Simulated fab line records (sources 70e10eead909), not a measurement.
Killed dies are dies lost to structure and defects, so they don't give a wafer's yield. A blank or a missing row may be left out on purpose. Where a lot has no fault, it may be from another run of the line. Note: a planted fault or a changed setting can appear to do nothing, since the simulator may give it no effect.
A lot that was struck, set against a sound lot / flow nand harc / 17 steps out of a route of 1302
Sound: these wafers, L800.1, L800.2, L800.3. The struck wafers were L803.2, L803.4, L803.6. At the end, the cause is stated.
At each step with rows: each side's tool, then ch and its chambers, then its first start. Under that, the readings that differ: sound wafers / struck wafers / difference of the means / sigmas: that difference in standard deviations of wafers without a fault.
alike: same words and numbers on both sides, and readings whose means sit less than 2 such deviations apart. not compared: any withheld reading, any reading some wafer has no value for, any bound like >300 that may hide the same value, and any number with overlapping values for which the record gives no deviation.
The two part at a step that has a row with sigmas, a row that says differs or no value, or rows on one side only. Numbers that don't overlap but have no deviation are shown without sigmas and don't part them. Lack of a reading on every wafer of one side parts them only where that side has two or more wafers.

NHARC_A_BONDPAD_ETCH_34: etches the open film in N2/H2, target depth 60 nm, overetch 18 nm, time 65.91 s.
  sound on rie diel-03 ch 0,2,3, day 28 08:15; struck on rie diel-06 ch 2,3, day 30 12:55
  alike: drypump motor current A, h2 flow sccm, oes product au, rf vpp V, showerhead plenum p Torr, throttle valve pct
  not compared: rf hours counter h
then, 1 step without rows for these wafers: NHARC_A_BONDPAD_ETCH_12 (etches the open film in CHF3/O2, target depth 220 nm, time 110 s).
NHARC_A_BONDPAD_CD_MEAS_13:
  sound on cd sem-01, day 28 08:29; struck on cd sem-02, day 30 13:11
  alike: cd nm
then, 1 step without rows for these wafers: NHARC_A_BONDPAD_STRIP_15 (strips in O2).
NHARC_A_BONDPAD_ETCH_24: etches the open film in CF4/N2, target depth 30 nm, time 72.99 s.
  sound: rie diel-06 ch 1,2,3; struck: rie diel-03 ch 0,1
  alike: drypump motor current A, oes product au, rf vpp V, showerhead plenum p Torr, throttle valve pct
  not compared: rf hours counter h
then, 1 step without rows for these wafers: NHARC_A_BONDPAD_STRIP_16 (strips in post etch residue remover, time 600 s).
NHARC_A_BONDPAD_DEGAS_25: time 60 s.
  sound on pvd sputter-01, day 28 09:06; struck on pvd sputter-01, day 30 13:48
  alike: heater power w
then, 2 steps without rows for these wafers: NHARC_A_BONDPAD_PRE_CLEAN_26 (time 30 s); NHARC_A_BONDPAD_PVD_17 (deposits TaN, target thk 5 nm, time 8.06 s).
NHARC_A_BONDPAD_PVD_27: deposits Cu, target thk 30 nm, time 20.49 s.
  sound on pvd sputter-01; struck on pvd sputter-01
  alike: throttle valve pct
then, 1 step without rows for these wafers: NHARC_A_BONDPAD_ECD_18 (material Cu, target thk 400 nm).
NHARC_A_BONDPAD_ANNEAL_28: time 90 s.
  sound on rtp anneal-02 ch 0, day 28 09:50; struck on rtp anneal-02 ch 0, day 30 14:35
  alike: wafer_temp_C_max
NHARC_A_BONDPAD_CMP_19: polishes, t overpolish 30 s, cu recess touch 16 s, target thk 169.82 nm.
  sound on cmp-02 ch 1,2,3, day 28 10:13; struck on cmp-02 ch 1,2,3, day 30 14:56
  no value came back on the struck wafers for cu recess touch s (s), edge zone pressure frac, motor current A (A), overpolish run s (s); on the sound wafers cu recess touch s (s) reads 16 16 16
NHARC_A_BONDPAD_THK_MEAS_20: measures by xrf.
  sound on film metro-02, day 28 10:30; struck on film metro-02, day 30 15:11
reading=thk nm (nm); sound=168.7 169.2 169.3; struck=403.4 408.9 411.3; difference=+238.8; sigmas=+99 or more
then, 1 step without rows for these wafers: NHARC_A_BONDPAD_SRD_21 (time 30 s, dry time 20 s).
NHARC_A_BONDPAD_INSPECT_23:
  sound on defect inspect-02, day 28 10:42; struck on defect inspect-02, day 30 15:23
reading=raw defect count; sound=557 433 579; struck=3364 3240 3297; difference=+2777; sigmas=+21
NHARC_END_SORT_01:
  sound on prober-01 ch 0, day 29 18:56; struck on prober-01 ch 0, day 31 22:00
reading=defect limited yield (%); sound=92.2 90.8 91.9; struck=0 0 0; difference=-92; sigmas=-40
reading=killed at array; sound=43 52 49; struck=677 674 671; difference=+626; sigmas=+42
reading=killed dies; sound=53 62 55; struck=677 677 677; difference=+620; sigmas=+41
reading=sort_bin_3_pct (%); sound=0.3 1.0 0.9; struck=92.5 92.0 91.4; difference=+91.2; sigmas=+99 or more
reading=sort n pass; sound=624 615 622; struck=0 0 0; difference=-620; sigmas=-41
reading=sort rim yield pct (%); sound=83 86 86; struck=0 0 0; difference=-85; sigmas=-18
reading=sort yield pct (%); sound=92.2 90.8 91.9; struck=0 0 0; difference=-92; sigmas=-40
  alike: killed at other, killed at periphery, killed open, killed short, sort_bin_2_pct, sort_bin_4_pct

WHERE THEY PART
At NHARC_A_BONDPAD_CMP_19 first; at NHARC_END_SORT_01 last (within this record only).

WHY: whatever the simulator had introduced
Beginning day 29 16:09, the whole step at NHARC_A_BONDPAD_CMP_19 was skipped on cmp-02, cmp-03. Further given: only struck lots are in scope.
